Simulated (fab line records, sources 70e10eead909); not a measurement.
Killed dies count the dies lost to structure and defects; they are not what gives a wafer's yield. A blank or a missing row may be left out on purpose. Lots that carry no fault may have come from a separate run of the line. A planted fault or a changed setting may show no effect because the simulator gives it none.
Chamber matching	flow nand_harc	rie_diel-05 running NHARC_A_STAIRCASE_ETCH_271: 4 sister chambers
The step etches the open film in CF4/CHF3. 8 wafers are shown with their chamber, then 7 later ones without.

== EACH WAFER AND ITS CHAMBER ==
wafer	chamber	showerhead_plenum_p_Torr (Torr)	drypump_motor_current_A (A)
L080.1	1	1.49	6.1
L080.6	1	1.49	6.0
L085.2	3	1.61	5.8
L086.1	2	1.67	6.1
L086.2	3	1.61	5.8
L086.6	0	1.48	5.8
L090.3	2	1.67	6.1
L090.4	0	1.47	5.8

== WAFERS WITH NO CHAMBER GIVEN ==
wafer	showerhead_plenum_p_Torr (Torr)	drypump_motor_current_A (A)
L090.6	1.48	6.0
L092.1	1.47	5.8
L092.5	1.67	6.2
L092.6	1.48	6.0
L093.1	1.66	6.1
L093.3	1.61	5.9
L093.6	1.48	6.1

== EACH ONE'S CHAMBER ==
wafer	from the rows above	in truth
L090.6	1	1
L092.1	0	0
L092.5	2	2
L092.6	1	1
L093.1	2	2
L093.3	3	3
L093.6	1	1
Correct placement for 7 of the 7. Not placeable from these rows: 0. Placed wrongly: 0.
How it was worked out, from the rows above alone: a wafer's distance from a chamber is the root of the sum, over the readings, of the square of ((its reading less the chamber's mean) divided by the reading's scatter). The wafer belongs to the nearest chamber; if the next one is less than 2 further off, it can't be placed. The mean given for a chamber averages the wafers shown for that chamber. The scatter: take each reading less its chamber's mean, square it, sum over the shown wafers, divide by the number of wafers less the number of chambers, and take the root.
